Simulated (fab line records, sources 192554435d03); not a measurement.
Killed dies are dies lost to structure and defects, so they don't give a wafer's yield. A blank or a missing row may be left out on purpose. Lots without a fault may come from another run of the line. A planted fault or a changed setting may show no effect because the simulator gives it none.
Problem report in the 8D (eight disciplines) form, filled by code | flow n5_finfet | the parts of the form that need people (team, actions taken, sign-off) are left out

1. THE PROBLEM
chamber_pressure_mTorr at N5_BEOL_M15_STRIP_64 reads a mean of 20.984 mTorr on 6 wafers of 2 lots; wafers without a fault read 29.998 mTorr with a standard deviation of 0.028. That is -99 or more standard deviations from the usual mean.
The step: strips in O2.
First seen on wafer L588.1, day 14 13:00, on rie_diel-02. The record holds 18 wafers of 6 lots with a number at this step. Rule for "out", or "out of limits": more than 4 standard deviations from the usual mean. The other wafers with a number count as sound.

2. WHAT IT IS AND WHAT IT IS NOT
question                    | is                     | is not
which readings at this step | chamber_pressure_mTorr | drypump_motor_current_A, o2_flow_sccm, oes_product_au, showerhead_plenum_p_Torr
which lots                  | L588, L590             | L578, L580, L596, L600
which wafers of those lots  | all that have a number | -
read on which tools         | rie_diel-02            | rie_diel-01, rie_diel-04
when                        | from day 14 13:00      | up to then (6 sound wafers); but 6 sound wafers of L596, L600 came after

3. SUSPECTS, AND WHAT RULES EACH OUT
Counting: a tool at a process step up to the reading stays a suspect if it ran every lot that is out and no sound lot after the first of them.
- rie_diel-02 at N5_BEOL_M15_DESCUM_15 (chemistry O2, time 7.9 s): kept. It ran every lot that is out, first L588 (day 14 12:44), and no sound lot after that; its last sound lot up to then is L578 (day 11 16:21).
- rie_diel-02 at N5_BEOL_M15_ETCH_59 (etches BARC in N2/H2, target depth 89 nm, overetch 26.7 nm, time 67.9 s): kept. It ran every lot that is out, first L588 (day 14 12:46), and no sound lot after that; its last sound lot up to then is L578 (day 11 16:23).
- rie_diel-02 at N5_BEOL_M15_VIA_ETCH_16 (etches SiO2 in C4F8/O2/Ar, target depth 1792.2 nm): kept. It ran every lot that is out, first L588 (day 14 12:50), and no sound lot after that; its last sound lot up to then is L578 (day 11 16:26).
- rie_diel-02 at N5_BEOL_M15_STRIP_63 (strips in O2): kept. It ran every lot that is out, first L588 (day 14 13:00), and no sound lot after that; its last sound lot up to then is L578 (day 11 16:00). N5_BEOL_M15_STRIP_63 gives no start for some lots, so the hours and the order of its lots are those of N5_BEOL_M15_STRIP_64.
- rie_diel-02 at N5_BEOL_M15_STRIP_64 (strips in O2): kept. It ran every lot that is out, first L588 (day 14 13:00), and no sound lot after that; its last sound lot up to then is L578 (day 11 16:00). Its own readings are out on those wafers: chamber_pressure_mTorr.
Left after counting: rie_diel-02 at N5_BEOL_M15_DESCUM_15, rie_diel-02 at N5_BEOL_M15_ETCH_59, rie_diel-02 at N5_BEOL_M15_VIA_ETCH_16, rie_diel-02 at N5_BEOL_M15_STRIP_63, rie_diel-02 at N5_BEOL_M15_STRIP_64.

4. THE CAUSE (what the simulator had put in)
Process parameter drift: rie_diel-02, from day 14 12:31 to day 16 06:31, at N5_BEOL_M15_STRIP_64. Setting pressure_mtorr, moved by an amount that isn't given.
Counting left 5 suspects, and this tool is among them.

5. THE CHAIN OF EFFECTS, in route order
Each row: a reading whose mean over the struck wafers that have a number lies more than 3 standard deviations from the usual. Only readings for which the record gives a usual standard deviation are gone through. hours: the time from each lot's start at the first step in this table that gives one to its start at this step, as a median over the lots. sigmas: the change in usual standard deviations.
hours | step                 | reading                | usual        | on struck wafers | change | sigmas
0     | N5_BEOL_M15_STRIP_64 | chamber_pressure_mTorr | 29.998 mTorr | 20.984           | -9.014 | -99 or more
The process steps in it:
- N5_BEOL_M15_STRIP_64: strips in O2.

6. WHAT WOULD HAVE CAUGHT IT SOONER
In this record the first reading out of limits was taken at day 14 13:00, 0 hours after the fault began at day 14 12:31.
